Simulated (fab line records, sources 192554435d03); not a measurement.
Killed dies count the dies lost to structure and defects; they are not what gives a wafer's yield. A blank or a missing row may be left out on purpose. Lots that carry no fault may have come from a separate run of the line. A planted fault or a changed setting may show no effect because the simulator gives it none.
fab line records	flow n5Finfet	part 1 of 2: steps 1 to 20 of 29
record: lots: 5	wafers: 15	lastDay: 18
route steps=1938 shown BEOL_M5@1141
lots that met no fault: taken from a fault-free run of the same line
startH: hours from the record's opening day to when the first of the lot's shown wafers began	waitH: hours from the lot's prior step to this one	" same as the row above	L1.1+2: several wafers, shown together as one row	- no value, or no start given	* or withheld: withheld	< > ~ a bound
route shown NAME@n: a module of which the file shows steps, and the number in the route of the first	usual: mean/standard deviation of fault-free wafers	same: alike in all rows	chamber/n: place in a boat	sites: per-site readings	_std_site: how widely they spread, as a standard deviation	_edge_site: inner sites' mean taken away from outer sites' mean	radiusMm: for every site, how far away it sits from the centre of the wafer	mask NAME#n: copy n	behind: the last tool/chamber to shape the wafer	hold: reason for holding the lot/hours on hold/outcome of the hold	device: the n, p or np transistor that did not switch	end of line: at the end of the route, the tests of the same wafers	for a step that has no rows: nothing shown but its recipe	killed: dies that structure and defects cost at the first sort, which is not the same as the wafer's yield	map: dies across one wafer; x = killed, . = not, _ = none there
set.NAME: the run value of the setting; set.NAME@STEP: its run value at that earlier step	model.NAME: the simulator's own value behind a step, which no gauge read
lots at selected steps of the route; one table per step, one row per wafer
services: a tool's chamber out of use, with start hour (startH, from the record's first day; less than 0 if before it), hours out, and reason
== steps ==
step: N5_BEOL_M5_COAT_74
recipe: resist: underlayer	tempC: 205	timeS: 60	spinRpm: 1500	resistThkNm: 5
lot.wafer	tool	chamber	startH	waitH
L075.1+2+6	lithoTrack-04	0	-	-
L079.1+5+6	lithoTrack-01	0	-	-
L085.3+4+5	lithoTrack-04	0	-	-
L095.1+2+3	lithoTrack-01	0	-	-
L097.1+3+6	lithoTrack-02	0	-	-
step: N5_BEOL_M5_COAT_22
recipe: resist: CAR-EUV	spinRpm: 1500	resistThkNm: 30
lot.wafer	tool	chamber	startH	waitH
L075.1+2+6	lithoTrack-04	0	-	-
L079.1+5+6	lithoTrack-01	0	-	-
L085.3+4+5	lithoTrack-04	0	-	-
L095.1+2+3	lithoTrack-01	0	-	-
L097.1+3+6	lithoTrack-02	0	-	-
step: N5_BEOL_M5_EBR_24
recipe: solvent: PGMEA	ebrWidthMm: 1.5
lot.wafer	tool	chamber	startH	waitH
L075.1+2+6	lithoTrack-04	0	-	-
L079.1+5+6	lithoTrack-01	0	-	-
L085.3+4+5	lithoTrack-04	0	-	-
L095.1+2+3	lithoTrack-01	0	-	-
L097.1+3+6	lithoTrack-02	0	-	-
step: N5_BEOL_M5_SOFTBAKE_23
recipe: tempC: 110	timeS: 60	resist: CAR-EUV
lot.wafer	tool	chamber	startH	waitH
L075.1+2+6	lithoTrack-04	0	-	-
L079.1+5+6	lithoTrack-01	0	-	-
L085.3+4+5	lithoTrack-04	0	-	-
L095.1+2+3	lithoTrack-01	0	-	-
L097.1+3+6	lithoTrack-02	0	-	-
step: N5_BEOL_M5_EXPOSE_25
recipe: maskId: V4	na: 0.33	sourceShape: quasar	sigmaInner: 0.2	sigmaOuter: 0.6	polarization: unpolarized	defocusNm: 10	doseMj: 52.75
lot.wafer	tool	chamber	startH	waitH	mask
L075.1+2+6	euvScanner-02	0	170.47	-	V4#0
L079.1+5+6	euvScanner-01	0	193.19	-	V4#0
L085.3+4+5	euvScanner-01	0	237.16	-	V4#0
L095.1+2+3	euvScanner-02	0	292.71	-	V4#0
L097.1+3+6	euvScanner-02	0	327.80	-	V4#0
step: N5_BEOL_M5_PEB_26
recipe: pebTempC: 100	pebTimeS: 60	resist: CAR-EUV
lot.wafer	tool	chamber	startH	waitH
L075.1+2+6	lithoTrack-02	0	170.54	0.1
L079.1+5+6	lithoTrack-04	0	193.27	0.1
L085.3+4+5	lithoTrack-02	0	237.21	0.0
L095.1+2+3	lithoTrack-02	0	292.78	0.1
L097.1+3+6	lithoTrack-01	0	327.87	0.1
step: N5_BEOL_M5_DEVELOP_27
recipe: developTimeS: 30	developer: TMAH	resist: CAR-EUV	rinseLiquid: surfactantRinse	dry: airSpin	devTempC: 23
lot.wafer	tool	chamber	startH	waitH
L075.1+2+6	lithoTrack-02	0	-	-
L079.1+5+6	lithoTrack-04	0	-	-
L085.3+4+5	lithoTrack-02	0	-	-
L095.1+2+3	lithoTrack-02	0	-	-
L097.1+3+6	lithoTrack-01	0	-	-
step: N5_BEOL_M5_CD_MEAS_28
recipe: targetCdNm: 30.6	landingEnergyEv: 500	detector: seInlens	targetCdYNm: 20	polarity: opening
usual: cdNm: 30.76/0.28
lot.wafer	tool	chamber	startH	waitH	cdNm
L075.1	cdSem-01	0	170.61	-	29.80
L075.2	"	0	"	"	30.56
L075.6	"	0	"	"	30.47
L079.1	cdSem-01	0	193.33	-	30.30
L079.5	"	0	"	"	30.86
L079.6	"	0	"	"	31.09
L085.3	cdSem-01	0	237.28	-	30.73
L085.4	"	0	"	"	30.70
L085.5	"	0	"	"	30.75
L095.1	cdSem-03	0	292.85	-	31.22
L095.2	"	0	"	"	31.14
L095.3	"	0	"	"	30.32
L097.1	cdSem-01	0	327.94	-	30.95
L097.3	"	0	"	"	31.20
L097.6	"	0	"	"	30.83
step: N5_BEOL_M5_OVL_MEAS_29
recipe: pointsPerWafer: 522
usual: V4_OVL: -0.5/0.79
lot.wafer	tool	chamber	startH	waitH	V4_OVL[nm]
L075.1	overlay-01	0	170.64	0.0	-0.5
L075.2	"	0	"	"	-1.4
L075.6	"	0	"	"	-0.2
L079.1	overlay-01	0	193.36	0.0	-0.1
L079.5	"	0	"	"	-1.0
L079.6	"	0	"	"	-1.2
L085.3	overlay-01	0	237.32	0.0	0.1
L085.4	"	0	"	"	-1.4
L085.5	"	0	"	"	-1.0
L095.1	overlay-01	0	292.88	0.0	0.6
L095.2	"	0	"	"	0.1
L095.3	"	0	"	"	-0.6
L097.1	overlay-01	0	327.97	0.0	0.0
L097.3	"	0	"	"	1.0
L097.6	"	0	"	"	0.2
step: N5_BEOL_M5_INSPECT_30
recipe: mode: adi	inspectInstrument: brightfield
usual: rawDefectCount: 433/110
lot.wafer	tool	chamber	startH	waitH	rawDefectCount
L075.1	defectInspect-01	-	170.70	0.1	435
L075.2	"	-	"	"	336
L075.6	"	-	"	"	309
L079.1	defectInspect-02	-	193.42	0.1	512
L079.5	"	-	"	"	561
L079.6	"	-	"	"	320
L085.3	defectInspect-02	-	237.37	0.0	446
L085.4	"	-	"	"	313
L085.5	"	-	"	"	378
L095.1	defectInspect-02	-	292.93	0.1	367
L095.2	"	-	"	"	371
L095.3	"	-	"	"	355
L097.1	defectInspect-02	-	328.03	0.1	456
L097.3	"	-	"	"	500
L097.6	"	-	"	"	561
step: N5_BEOL_M5_DESCUM_33
recipe: chemistry: O2	timeS: 7	sourcePowerW: 50	biasPowerW: 20	pressureMtorr: 20	rfFrequencyHz: 2.712e+07	tempC: 40	resist: CAR-EUV	o2FlowSccm: 225
usual: drypumpMotorCurrentA: 5.8/0.45	oesProductAu: 0.72/0.069	rfVppV: 243.4/1.2	showerheadPlenumPTorr: 2.12/0.065	tempC: 40.00/0.11	throttleValvePct: 20.52/0.17
lot.wafer	tool	chamber	startH	waitH	drypumpMotorCurrentA	oesProductAu	rfHoursCounterH	rfVppV	showerheadPlenumPTorr	tempC	throttleValvePct
L075.1	rieDiel-05	3	170.73	0.0	6.1	0.66	221	243.1	2.07	39.87	20.55
L075.2	"	0	"	"	5.3	0.76	154	244.5	2.17	40.00	20.16
L075.6	"	3	"	"	6.0	0.66	-	243.4	2.07	40.03	20.57
L079.1	rieDiel-06	1	193.46	0.0	5.7	0.69	207	242.5	2.18	39.90	20.35
L079.5	"	1	"	"	5.7	0.68	-	242.8	2.18	40.01	20.35
L079.6	"	0	"	"	5.7	0.70	-	244.9	2.20	39.94	20.53
L085.3	rieDiel-06	0	237.40	0.0	5.7	0.69	214	244.5	2.19	39.98	20.56
L085.4	"	3	"	"	5.2	0.73	221	241.2	1.99	39.97	20.63
L085.5	"	0	"	"	5.7	0.69	-	244.6	2.19	40.00	20.57
L095.1	rieDiel-05	0	293.38	0.4	5.3	0.74	188	243.8	2.16	39.94	20.22
L095.2	"	3	"	"	6.1	0.94	2	242.2	2.06	39.90	20.21
L095.3	"	2	"	"	6.3	0.71	237	244.2	2.16	40.11	20.42
L097.1	rieDiel-03	3	328.18	0.2	5.9	0.97	9	244.9	2.14	39.89	20.49
L097.3	"	0	"	"	5.9	0.68	233	244.0	2.14	40.13	20.47
L097.6	"	0	"	"	5.9	0.69	-	242.4	2.14	40.07	20.48
step: N5_BEOL_M5_ETCH_75
recipe: chemistry: N2/H2	target: underlayer	targetDepthA: 65	maskMaterial: CAR-EUV	timeS: 5.2	ionEnergyEv: 200	pressureMtorr: 30	sourceW: 840	biasW: 150	n2FlowSccm: 200	h2FlowSccm: 200	ends: cleared
usual: drypumpMotorCurrentA: 5.9/0.45	etchRfOnTimeS: 5.21/0.15	oesProductAu: 0.62/0.062	rfVppV: 524.6/2.6	showerheadPlenumPTorr: 2.57/0.085	throttleValvePct: 17.98/0.25
lot.wafer	tool	chamber	startH	waitH	drypumpMotorCurrentA	etchRfOnTimeS	oesProductAu	rfHoursCounterH	rfVppV	showerheadPlenumPTorr	throttleValvePct
L075.1	rieDiel-05	3	170.77	0.0	6.1	4.96	0.59	221	522.9	2.52	18.10
L075.2	"	0	"	"	5.3	4.85	0.67	154	526.2	2.64	17.57
L075.6	"	3	"	"	6.0	4.97	0.60	-	523.0	2.52	18.09
L079.1	rieDiel-06	1	193.49	0.0	5.7	5.12	0.59	207	524.6	2.61	17.65
L079.5	"	1	"	"	5.7	5.11	0.59	-	528.5	2.61	17.65
L079.6	"	0	"	"	5.7	5.29	0.59	-	527.6	2.63	17.80
L085.3	rieDiel-06	0	237.44	0.0	5.7	5.24	0.59	214	527.5	2.62	17.81
L085.4	"	3	"	"	5.2	5.11	0.62	221	519.9	2.40	17.81
L085.5	"	0	"	"	5.7	5.28	0.58	-	527.1	2.62	17.83
L095.1	rieDiel-05	0	293.41	0.0	5.3	4.92	0.64	188	529.3	2.62	17.63
L095.2	"	3	"	"	6.0	4.93	0.86	2	523.6	2.51	17.71
L095.3	"	2	"	"	6.4	5.18	0.61	237	524.0	2.63	17.99
L097.1	rieDiel-03	3	328.21	0.0	5.9	5.16	0.81	9	524.5	2.63	18.19
L097.3	"	0	"	"	5.9	5.28	0.58	233	527.2	2.63	18.17
L097.6	"	0	"	"	5.9	5.27	0.57	-	526.8	2.63	18.16
step: N5_BEOL_M5_ETCH_67
recipe: chemistry: CF4	target: SiARC	targetDepthA: 156	maskMaterial: CAR-EUV	timeS: 26	ionEnergyEv: 80	pressureMtorr: 40	sourceW: 545	biasW: 36	Ar_flow_sccm: 100	cf4FlowSccm: 100	ends: cleared
usual: drypumpMotorCurrentA: 5.8/0.45	etchRfOnTimeS: 26.1/0.72	oesProductAu: 0.62/0.061	rfVppV: 184.4/1.2	showerheadPlenumPTorr: 2.17/0.059	throttleValvePct: 15.69/0.19
lot.wafer	tool	chamber	startH	waitH	drypumpMotorCurrentA	etchRfOnTimeS	oesProductAu	rfHoursCounterH	rfVppV	showerheadPlenumPTorr	throttleValvePct
L075.1	rieDiel-05	3	170.78	0.0	6.0	25.6	0.59	221	184.0	2.13	15.80
L075.2	"	0	"	"	5.3	24.5	0.67	154	184.7	2.24	15.47
L075.6	"	3	"	"	6.0	25.4	0.59	-	183.6	2.13	15.81
L079.1	rieDiel-06	1	193.51	0.0	5.7	25.7	0.60	207	186.2	2.22	15.54
L079.5	"	1	"	"	5.7	25.6	0.59	-	186.1	2.22	15.53
L079.6	"	0	"	"	5.7	26.7	0.59	-	183.7	2.19	15.46
L085.3	rieDiel-06	0	237.45	0.0	5.8	26.7	0.59	214	185.2	2.18	15.48
L085.4	"	3	"	"	5.2	25.4	0.62	221	183.3	2.05	15.81
L085.5	"	0	"	"	5.7	26.6	0.58	-	183.9	2.18	15.47
L095.1	rieDiel-05	0	293.43	0.0	5.3	24.8	0.63	188	185.9	2.23	15.53
L095.2	"	3	"	"	6.0	25.2	0.83	2	183.6	2.12	15.35
L095.3	"	2	"	"	6.3	26.5	0.60	237	184.5	2.19	15.53
L097.1	rieDiel-03	3	328.23	0.0	5.9	25.9	0.81	9	184.5	2.21	15.65
L097.3	"	0	"	"	5.9	27.0	0.57	233	184.6	2.21	15.74
L097.6	"	0	"	"	5.9	27.0	0.57	-	185.2	2.21	15.73
step: N5_BEOL_M5_ETCH_68
recipe: chemistry: N2/H2	target: SOC	targetDepthA: 800	overetchA: 160	maskMaterial: SiARC	tempC: 40	timeS: 120	ionEnergyEv: 200	pressureMtorr: 30	sourceW: 840	biasW: 150	n2FlowSccm: 200	h2FlowSccm: 200
usual: drypumpMotorCurrentA: 5.9/0.45	oesProductAu: 0.56/0.053	rfVppV: 524.5/2.3	showerheadPlenumPTorr: 2.57/0.085	tempC: 40.01/0.11	throttleValvePct: 17.93/0.25
lot.wafer	tool	chamber	startH	waitH	drypumpMotorCurrentA	oesProductAu	rfHoursCounterH	rfVppV	showerheadPlenumPTorr	tempC	throttleValvePct
L075.1	rieDiel-05	3	170.81	0.0	6.0	0.52	221	522.9	2.52	39.99	18.05
L075.2	"	0	"	"	5.4	0.58	154	527.7	2.64	39.79	17.52
L075.6	"	3	"	"	6.1	0.52	-	522.1	2.52	40.18	18.06
L079.1	rieDiel-06	1	193.54	0.0	5.7	0.54	207	526.6	2.61	40.06	17.60
L079.5	"	1	"	"	5.7	0.53	-	526.3	2.61	40.09	17.60
L079.6	"	0	"	"	5.8	0.54	-	525.5	2.63	40.11	17.77
L085.3	rieDiel-06	0	237.48	0.0	5.7	0.54	214	525.7	2.62	40.04	17.78
L085.4	"	3	"	"	5.2	0.56	221	521.3	2.40	39.86	17.77
L085.5	"	0	"	"	5.7	0.53	-	525.7	2.62	39.93	17.77
L095.1	rieDiel-05	0	293.46	0.0	5.3	0.56	188	526.1	2.62	40.23	17.57
L095.2	"	3	"	"	6.0	0.74	2	521.5	2.51	40.16	17.63
L095.3	"	2	"	"	6.4	0.54	237	524.8	2.63	40.08	17.96
L097.1	rieDiel-03	3	328.26	0.0	5.9	0.74	9	523.8	2.63	40.24	18.16
L097.3	"	0	"	"	5.9	0.53	233	526.2	2.63	40.12	18.11
L097.6	"	0	"	"	5.9	0.53	-	525.9	2.63	40.22	18.09
step: N5_BEOL_M5_STRIP_69
recipe: chemistry: N2/H2	tempC: 40	n2FlowSccm: 200	h2FlowSccm: 200	rfFrequencyHz: 6e+07
lot.wafer	tool	chamber	startH	waitH
L075.1+2+6	rieDiel-05	3,0,3	170.89	0.0
L079.1+5+6	rieDiel-06	1,1,0	193.62	0.0
L085.3+4+5	rieDiel-06	0,3,0	237.56	0.0
L095.1+2+3	rieDiel-05	0,3,2	293.54	0.0
L097.1+3+6	rieDiel-03	3,0,0	328.34	0.0
step: N5_BEOL_M5_STRIP_76
recipe: chemistry: N2/H2	tempC: 40	n2FlowSccm: 200	h2FlowSccm: 200	rfFrequencyHz: 6e+07
lot.wafer	tool	chamber	startH	waitH
L075.1+2+6	rieDiel-05	3,0,3	170.90	0.0
L079.1+5+6	rieDiel-06	1,1,0	193.63	0.0
L085.3+4+5	rieDiel-06	0,3,0	237.57	0.0
L095.1+2+3	rieDiel-05	0,3,2	293.55	0.0
L097.1+3+6	rieDiel-03	3,0,0	328.35	0.0
step: N5_BEOL_M5_VIA_ETCH_34
recipe: chemistry: C4F6/O2	target: SiCOH_lowk	targetDepthA: 883	maskMaterial: SOC	taperDeg: 4	timeS: 39.2	ionEnergyEv: 250	pressureMtorr: 30	sourceW: 345	biasW: 185	Ar_flow_sccm: 300	C4F6_flow_sccm: 10	O2_flow_sccm: 10
usual: O2_flow_sccm: 10.00/0.031	drypumpMotorCurrentA: 5.8/0.45	oesProductAu: 0.72/0.07	rfVppV: 670/20	showerheadPlenumPTorr: 2.88/0.083	throttleValvePct: 20.96/0.22
lot.wafer	tool	chamber	startH	waitH	O2_flow_sccm	drypumpMotorCurrentA	oesProductAu	rfHoursCounterH	rfVppV	showerheadPlenumPTorr	throttleValvePct
L075.1	rieDiel-05	3	170.91	0.0	10.02	6.0	0.68	221	685	2.85	21.19
L075.2	"	0	"	"	9.95	5.3	0.77	154	667	2.96	20.67
L075.6	"	3	"	"	10.06	6.0	0.68	-	685	2.85	21.21
L079.1	rieDiel-06	1	193.64	0.0	9.96	5.7	0.69	207	658	2.97	20.90
L079.5	"	1	"	"	9.98	5.7	0.69	-	658	2.97	20.91
L079.6	"	0	"	"	9.98	5.7	0.70	-	687	2.90	20.54
L085.3	rieDiel-06	0	237.58	0.0	10.02	5.7	0.69	214	688	2.89	20.56
L085.4	"	3	"	"	10.02	5.2	0.72	221	659	2.71	20.98
L085.5	"	0	"	"	10.01	5.7	0.69	-	689	2.89	20.53
L095.1	rieDiel-05	0	293.56	0.0	10.01	5.3	0.74	188	666	2.95	20.74
L095.2	"	3	"	"	9.97	6.1	0.97	2	685	2.84	20.86
L095.3	"	2	"	"	9.98	6.3	0.70	237	665	2.93	20.84
L097.1	rieDiel-03	3	328.36	0.0	9.90	5.9	0.95	9	645	2.92	21.02
L097.3	"	0	"	"	10.01	5.9	0.67	233	707	2.94	21.07
L097.6	"	0	"	"	9.98	5.9	0.68	-	708	2.94	21.07
step: N5_BEOL_M5_STRIP_85
recipe: chemistry: C4F6/O2	resist: SiARC	rfFrequencyHz: 6e+07
lot.wafer	tool	chamber	startH	waitH
L075.1+2+6	rieDiel-05	3,0,3	170.95	0.0
L079.1+5+6	rieDiel-06	1,1,0	193.67	0.0
L085.3+4+5	rieDiel-06	0,3,0	237.62	0.0
L095.1+2+3	rieDiel-05	0,3,2	293.59	0.0
L097.1+3+6	rieDiel-03	3,0,0	328.40	0.0
step: N5_BEOL_M5_STRIP_36
recipe: chemistry: N2/H2	powerW: 450	tempC: 40	pressureMtorr: 20	rfFrequencyHz: 6e+07	overashFraction: 0.3	biasPowerW: 7	h2Frac: 0.5	n2FlowSccm: 200	h2FlowSccm: 200
usual: drypumpMotorCurrentA: 5.9/0.45	oesProductAu: 0.72/0.071	rfVppV: 59.5/1.4	showerheadPlenumPTorr: 2.57/0.085	tempC: 40.00/0.11	throttleValvePct: 23.8/0.35
lot.wafer	tool	chamber	startH	waitH	drypumpMotorCurrentA	oesProductAu	rfHoursCounterH	rfVppV	showerheadPlenumPTorr	tempC	throttleValvePct
L075.1	rieDiel-05	3	170.96	0.0	6.1	0.64	221	61.7	2.51	40.13	24.0
L075.2	"	0	"	"	5.3	0.76	154	61.1	2.63	39.76	23.3
L075.6	"	3	"	"	6.1	0.66	-	61.1	2.51	40.02	23.9
L079.1	rieDiel-06	1	193.68	0.0	5.7	0.70	207	62.7	2.61	40.16	23.3
L079.5	"	1	"	"	5.7	0.69	-	58.6	2.61	40.00	23.3
L079.6	"	0	"	"	5.7	0.70	-	60.3	2.62	39.95	23.6
L085.3	rieDiel-06	0	237.63	0.0	5.8	0.70	214	61.5	2.62	39.80	23.7
L085.4	"	3	"	"	5.2	0.74	221	60.9	2.39	39.91	23.5
L085.5	"	0	"	"	5.7	0.69	-	58.6	2.62	39.92	23.6
L095.1	rieDiel-05	0	293.60	0.0	5.3	0.74	188	58.5	2.62	39.82	23.4
L095.2	"	3	"	"	6.1	0.94	2	59.2	2.50	40.07	23.6
L095.3	"	2	"	"	6.4	0.71	237	57.1	2.62	39.94	24.0
L097.1	rieDiel-03	3	328.41	0.0	5.9	0.96	9	59.2	2.62	39.90	24.4
L097.3	"	0	"	"	5.9	0.69	233	57.6	2.63	40.15	24.2
L097.6	"	0	"	"	5.9	0.68	-	60.7	2.63	40.12	24.2
step: N5_BEOL_M5_TRENCH_ETCH_37
recipe: chemistry: C4F6/O2	targetDepthA: 716.52	target: SiCOH_lowk	timeS: 24.7	ionEnergyEv: 250	pressureMtorr: 30	sourceW: 345	biasW: 185	Ar_flow_sccm: 300	C4F6_flow_sccm: 10	O2_flow_sccm: 10
usual: O2_flow_sccm: 10.00/0.033	drypumpMotorCurrentA: 5.8/0.45	oesProductAu: 0.72/0.07	rfVppV: 670/20	showerheadPlenumPTorr: 2.88/0.083	throttleValvePct: 21.00/0.22
lot.wafer	tool	chamber	startH	waitH	O2_flow_sccm	drypumpMotorCurrentA	oesProductAu	rfHoursCounterH	rfVppV	showerheadPlenumPTorr	throttleValvePct
L075.1	rieDiel-05	3	-	-	9.99	6.0	0.69	221	685	2.85	21.23
L075.2	"	0	"	"	9.99	5.3	0.77	154	665	2.96	20.72
L075.6	"	3	"	"	9.99	6.0	0.68	-	686	2.85	21.24
L079.1	rieDiel-06	1	-	-	9.97	5.7	0.69	207	659	2.97	20.96
L079.5	"	1	"	"	9.97	5.8	0.70	-	658	2.97	20.93
L079.6	"	0	"	"	10.07	5.7	0.71	-	688	2.90	20.56
L085.3	rieDiel-06	0	-	-	9.99	5.7	0.68	214	687	2.89	20.59
L085.4	"	3	"	"	9.96	5.2	0.72	221	660	2.71	21.01
L085.5	"	0	"	"	10.00	5.7	0.68	-	686	2.89	20.61
L095.1	rieDiel-05	0	-	-	9.99	5.3	0.74	188	666	2.95	20.76
L095.2	"	3	"	"	9.97	6.1	0.97	2	684	2.84	20.91
L095.3	"	2	"	"	10.08	6.3	0.70	237	665	2.93	20.88
L097.1	rieDiel-03	3	-	-	10.02	5.9	0.94	9	643	2.92	21.07
L097.3	"	0	"	"	10.00	5.9	0.67	233	709	2.94	21.09
L097.6	"	0	"	"	10.03	5.9	0.68	-	708	2.94	21.10
